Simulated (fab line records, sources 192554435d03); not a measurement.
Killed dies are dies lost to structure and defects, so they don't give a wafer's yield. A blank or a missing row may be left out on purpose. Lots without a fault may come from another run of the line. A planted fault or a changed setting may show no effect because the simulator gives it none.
Split-lot experiment | flow n5_finfet | 7 lots, 21 wafers read, on a route of 1938 steps

THE SPLIT
At N5_FIN_SAQP_ETCH_34 (etches SiO2 in C4F6/O2, target depth 45 nm, time 15 s), the setting source_w was moved away from the recipe's 345 W on 9 of the 21 wafers read, by -13.3% to +9.6%. The other wafers ran this setting at the recipe's value.

The reading is taken at the split's own step.

THE READING
rf_vpp_V, in V, at N5_FIN_SAQP_ETCH_34 (etches SiO2 in C4F6/O2, target depth 45 nm, time 15 s). Fault-free wafers of this fab line usually give 659 V, standard deviation 11 V.

wafer  | tool, chamber at the split | source_w as run, W | against the recipe | rf_vpp_V, V | against lot-mates on the recipe
L081.2 | rie_diel-02, 2             | 345                | recipe             | 659         | -
L081.3 | rie_diel-02, 0             | 361.8              | +4.9%              | 631         | -28
L081.4 | rie_diel-02, 1             | 361.8              | +4.9%              | 646         | -13
L082.1 | rie_diel-06, 0             | 378                | +9.6%              | 601         | -79
L082.4 | rie_diel-06, 1             | 345                | recipe             | 680         | -
L082.5 | rie_diel-06, 2             | 378                | +9.6%              | 635         | -45
L083.1 | rie_diel-01, 3             | 345                | recipe             | 658         | -
L083.4 | rie_diel-01, 0             | 345                | recipe             | 653         | -
L083.6 | rie_diel-01, 0             | 345                | recipe             | 651         | -
L089.2 | rie_diel-01, 1             | 345                | recipe             | 657         | -
L089.3 | rie_diel-01, 0             | 345                | recipe             | 651         | -
L089.6 | rie_diel-01, 0             | 320.6              | -7.1%              | 677         | +23
L092.4 | rie_diel-01, 0             | 368.9              | +6.9%              | 630         | -45
L092.5 | rie_diel-01, 1             | 368.9              | +6.9%              | 633         | -42
L092.6 | rie_diel-01, 2             | 345                | recipe             | 675         | -
L093.1 | rie_diel-02, 3             | 345                | recipe             | 652         | -
L093.3 | rie_diel-02, 0             | 301                | -12.8%             | 690         | +41
L093.5 | rie_diel-02, 0             | 345                | recipe             | 646         | -
L094.2 | rie_diel-01, 0             | 345                | recipe             | 652         | -
L094.4 | rie_diel-01, 3             | 345                | recipe             | 657         | -
L094.6 | rie_diel-01, 0             | 299.2              | -13.3%             | 701         | +46

THE FIT
A straight line over all 21 wafers: rf_vpp_V changes by -3.37 V for each +1% of source_w; r = -0.90; the points scatter about the line by 10 V.
The same after taking each lot's own level away (the mean of its wafers on the recipe; 21 wafers): -4.54 V for each +1%; r = -0.94; scatter 9.9 V.
On that fit, the largest move of source_w shifts the reading by 60 V.
The lots' own levels span 649.0 to 680.0 V, that is 2.8 times the standard deviation above.
So the lot-to-lot level changes the slope: the two fits differ.
Check: with one of the wafers moved furthest among these (-13.3%) left out of the fit, the line predicts +59.7 V for it against its lot-mates. It came out at +46.5 V against them.
Tool readings at the split's step, against how far the setting was moved: rf_vpp_V r = -0.90.

OTHER SPLITS ON THESE WAFERS
These wafers also went through other splits before the reading. Each is held against what the fit with the lots' levels taken away leaves over:
other split on the same wafers         | wafers away from the commonest value | r with rf_vpp_V (lot level and that fit taken away)
N5_WELL_APT_COAT_02 spin_rpm           | 4                                    | +0.24
N5_WELL_APT_EXPOSE_05 dose_mj          | 8                                    | +0.23
N5_PMOS_HMC_CHANNEL_EPI_ETCH_32 bias_w | 5                                    | -0.31

THE FILE'S OWN FIT
rf_vpp_V changes by -4.18 V for each +1% of source_w, r = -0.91.
